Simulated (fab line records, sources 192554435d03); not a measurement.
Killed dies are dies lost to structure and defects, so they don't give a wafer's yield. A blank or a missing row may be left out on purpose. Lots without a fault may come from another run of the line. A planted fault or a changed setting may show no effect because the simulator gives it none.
Which tool did it? | flow n5_finfet | 12 lots, 36 wafers sampled, at 1 step of a route of 1938

WHAT THE GAUGES READ, wafer by wafer
N5_BEOL_M3_OCD_MEAS_38.
lot  | measured     | on     | trench_depth_nm (nm)
L076 | day 8 01:05  | ocd-02 | 54.3 53.6 55.0
L077 | day 8 04:16  | ocd-01 | 54.1 52.9 55.5
L079 | day 8 14:38  | ocd-01 | 53.9 54.4 54.6
L081 | day 9 16:34  | ocd-02 | 54.5 56.4 55.3
L084 | day 10 01:49 | ocd-02 | 53.1 56.7 56.1
L085 | day 10 13:58 | ocd-02 | 55.2 55.5 56.2
L088 | day 10 22:53 | ocd-02 | 56.1 57.1 56.2
L089 | day 11 03:55 | ocd-01 | 55.0 54.6 53.9
L090 | day 11 14:31 | ocd-02 | 54.8 55.2 54.7
L093 | day 12 08:00 | ocd-02 | 56.4 56.1 56.9
L095 | day 12 19:43 | ocd-02 | 55.3 54.6 54.5
L096 | day 13 14:40 | ocd-02 | 54.4 54.9 54.9

WHICH TOOL RAN EACH LOT (tool, then ch and the chambers of the sampled wafers, then the start)
The record holds no process step before these readings.

THE ANSWER, worked out from the rows above alone
Rule: what is usual is taken from the lots themselves. Put in order of their means at a reading, lots are off if they are a third of the lots or fewer, leave a main group of 4 or more, and stand apart from it by a gap of 3 or more times the standard deviation of the main group's means; of several such gaps the widest counts. A main group whose means are all the same, to the digits that the tables above print for the reading, isn't used. A lot without any number at a reading at which 4 lots or more have one is off too. The other lots that the step has rows for count as sound.
No lot is off at any reading shown: from this, nothing can be told.

WHAT THE SIMULATOR HAD PUT IN
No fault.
